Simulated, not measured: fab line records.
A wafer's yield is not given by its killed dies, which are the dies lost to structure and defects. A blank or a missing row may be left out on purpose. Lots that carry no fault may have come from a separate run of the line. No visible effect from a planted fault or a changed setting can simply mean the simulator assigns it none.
Chamber matching :: flow nand-harc :: pecvd-02 running NHARC_A_STAIRCASE_DEP_259: 3 sister chambers
The step deposits SiON, target thk 30 nm. 30 wafers are shown with their chamber, then 12 later ones without.

== EACH WAFER AND ITS CHAMBER ==
wafer: L074.3
chamber: 2
heater-power-w (W): 698
rf-fwd-power-W (W): 348.0

wafer: L074.4
chamber: 1
heater-power-w (W): 769
rf-fwd-power-W (W): 349.2

wafer: L074.6
chamber: 0
heater-power-w (W): 758
rf-fwd-power-W (W): 349.4

wafer: L076.2
chamber: 2
heater-power-w (W): 779
rf-fwd-power-W (W): 347.6

wafer: L076.3
chamber: 0
heater-power-w (W): 805
rf-fwd-power-W (W): 348.0

wafer: L076.6
chamber: 1
heater-power-w (W): 778
rf-fwd-power-W (W): 348.4

wafer: L078.2
chamber: 2
heater-power-w (W): 740
rf-fwd-power-W (W): 348.0

wafer: L078.5
chamber: 1
heater-power-w (W): 751
rf-fwd-power-W (W): 347.7

wafer: L078.6
chamber: 0
heater-power-w (W): 763
rf-fwd-power-W (W): 349.7

wafer: L081.1
chamber: 1
heater-power-w (W): 816
rf-fwd-power-W (W): 350.7

wafer: L081.2
chamber: 0
heater-power-w (W): 773
rf-fwd-power-W (W): 347.9

wafer: L081.5
chamber: 0
heater-power-w (W): 769
rf-fwd-power-W (W): 348.1

wafer: L080.2
chamber: 1
heater-power-w (W): 757
rf-fwd-power-W (W): 350.0

wafer: L080.3
chamber: 0
heater-power-w (W): 789
rf-fwd-power-W (W): 347.4

wafer: L080.5
chamber: 1
heater-power-w (W): 760
rf-fwd-power-W (W): 349.6

wafer: L087.1
chamber: 1
heater-power-w (W): 778
rf-fwd-power-W (W): 349.5

wafer: L087.3
chamber: 0
heater-power-w (W): 762
rf-fwd-power-W (W): 348.9

wafer: L087.5
chamber: 0
heater-power-w (W): 780
rf-fwd-power-W (W): 349.2

wafer: L086.1
chamber: 0
heater-power-w (W): 724
rf-fwd-power-W (W): 351.6

wafer: L086.2
chamber: 1
heater-power-w (W): 770
rf-fwd-power-W (W): 346.9

wafer: L086.4
chamber: 2
heater-power-w (W): 790
rf-fwd-power-W (W): 349.4

wafer: L085.1
chamber: 2
heater-power-w (W): 671
rf-fwd-power-W (W): 348.5

wafer: L085.2
chamber: 1
heater-power-w (W): 774
rf-fwd-power-W (W): 349.9

wafer: L085.5
chamber: 0
heater-power-w (W): 754
rf-fwd-power-W (W): 350.8

wafer: L090.1
chamber: 2
heater-power-w (W): 702
rf-fwd-power-W (W): 349.0

wafer: L090.2
chamber: 1
heater-power-w (W): 815
rf-fwd-power-W (W): 348.9

wafer: L090.6
chamber: 1
heater-power-w (W): 784
rf-fwd-power-W (W): 348.1

wafer: L091.2
chamber: 1
heater-power-w (W): 802
rf-fwd-power-W (W): 348.0

wafer: L091.3
chamber: 0
heater-power-w (W): 752
rf-fwd-power-W (W): 348.5

wafer: L091.6
chamber: 0
heater-power-w (W): 726
rf-fwd-power-W (W): 349.2

SIGNATURES, as means of the wafers listed above
reading: heater-power-w
chamber 0: 762.92
chamber 1: 779.50
chamber 2: 730.00
scatter within a chamber: 28.8

reading: rf-fwd-power-W
chamber 0: 349.058
chamber 1: 348.908
chamber 2: 348.417
scatter within a chamber: 1.1
Rule: distance of a wafer from a chamber = root of the sum over the readings of ((wafer's reading minus chamber's mean) / reading's scatter) squared. If the next closest chamber is less than 2 further off than the closest, the wafer can't be placed; otherwise it belongs to the closest. How the scatter is found: for the shown wafers, subtract from each reading the mean of its chamber, square and add these, divide the total by (wafers less chambers), then take the root.

== WAFERS MISSING THEIR CHAMBER ==
wafer: L089.4
heater-power-w (W): 775
rf-fwd-power-W (W): 348.1

wafer: L089.5
heater-power-w (W): 744
rf-fwd-power-W (W): 347.2

wafer: L089.6
heater-power-w (W): 705
rf-fwd-power-W (W): 349.3

wafer: L093.2
heater-power-w (W): 725
rf-fwd-power-W (W): 349.0

wafer: L093.5
heater-power-w (W): 805
rf-fwd-power-W (W): 350.1

wafer: L093.6
heater-power-w (W): 674
rf-fwd-power-W (W): 349.7

wafer: L092.2
heater-power-w (W): 652
rf-fwd-power-W (W): 348.0

wafer: L092.3
heater-power-w (W): 699
rf-fwd-power-W (W): 349.9

wafer: L092.6
heater-power-w (W): 697
rf-fwd-power-W (W): 348.9

wafer: L095.2
heater-power-w (W): 678
rf-fwd-power-W (W): 347.0

wafer: L095.3
heater-power-w (W): 710
rf-fwd-power-W (W): 349.7

wafer: L095.4
heater-power-w (W): 678
rf-fwd-power-W (W): 345.6

== WHICH CHAMBER EACH ONE RAN IN ==
wafer: L089.4
from the rows above: can't be placed: 1 or 0 or 2
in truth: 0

wafer: L089.5
from the rows above: can't be placed: 2 or 0 or 1
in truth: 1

wafer: L089.6
from the rows above: can't be placed: 2 or 0 or 1
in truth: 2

wafer: L093.2
from the rows above: can't be placed: 2 or 0 or 1
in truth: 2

wafer: L093.5
from the rows above: can't be placed: 1 or 0 or 2
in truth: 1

wafer: L093.6
from the rows above: can't be placed: 2 or 0 or 1
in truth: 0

wafer: L092.2
from the rows above: can't be placed: 2 or 0 or 1
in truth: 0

wafer: L092.3
from the rows above: can't be placed: 2 or 0 or 1
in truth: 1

wafer: L092.6
from the rows above: can't be placed: 2 or 0 or 1
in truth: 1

wafer: L095.2
from the rows above: can't be placed: 2 or 0 or 1
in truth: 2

wafer: L095.3
from the rows above: can't be placed: 2 or 0 or 1
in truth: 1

wafer: L095.4
from the rows above: can't be placed: 2 or 0 or 1
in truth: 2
Correct placement for 0 of the 12. These rows do not allow placing 12 (true chamber among the candidates in 12). Wrongly placed: 0.
